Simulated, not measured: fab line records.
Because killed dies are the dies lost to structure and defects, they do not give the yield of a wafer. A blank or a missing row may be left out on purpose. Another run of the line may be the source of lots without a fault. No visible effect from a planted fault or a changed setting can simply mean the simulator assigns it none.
Chamber matching / flow nandHarc / NHARC_A_WL_FILL_ALD_02 on aldMetal-01: 4 sister chambers
The step deposits TiN, target thk 2 nm, pulse time 3 s, ald cycles 100. 4 wafers are shown with their chamber, then 7 later ones without.

## EACH WAFER AND ITS CHAMBER
wafer=L560.5; chamber=2; heaterPowerW (W)=1200
wafer=L564.2; chamber=1; heaterPowerW (W)=1089
wafer=L564.3; chamber=0; heaterPowerW (W)=1235
wafer=L566.5; chamber=3; heaterPowerW (W)=1354

## WAFERS WITH NO CHAMBER GIVEN
wafer=L566.6; heaterPowerW (W)=1212
wafer=L568.1; heaterPowerW (W)=1235
wafer=L568.3; heaterPowerW (W)=1087
wafer=L568.4; heaterPowerW (W)=1181
wafer=L570.3; heaterPowerW (W)=1355
wafer=L570.4; heaterPowerW (W)=1209
wafer=L570.5; heaterPowerW (W)=1073

## WHICH CHAMBER EACH WENT THROUGH
wafer=L566.6; from the rows above=can't be placed: 2 or 0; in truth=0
wafer=L568.1; from the rows above=0; in truth=0
wafer=L568.3; from the rows above=1; in truth=1
wafer=L568.4; from the rows above=2; in truth=2
wafer=L570.3; from the rows above=3; in truth=3
wafer=L570.4; from the rows above=can't be placed: 2 or 0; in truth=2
wafer=L570.5; from the rows above=1; in truth=1
Placed correctly: 5 of 7. These rows do not allow placing 2 (true chamber among the candidates in 2). Wrongly placed: 0.
How it was worked out, from the rows above alone: a wafer's distance from a chamber is the root of the sum, over the readings, of the square of ((its reading less the chamber's mean) divided by the reading's scatter). The wafer belongs to the nearest chamber; if the next one is less than 2 further off, it can't be placed. Each chamber's mean is taken over the wafers shown for it. The scatter: with one shown wafer a chamber, the root of the mean of the squares of how far each hidden wafer lies from its nearest shown one.
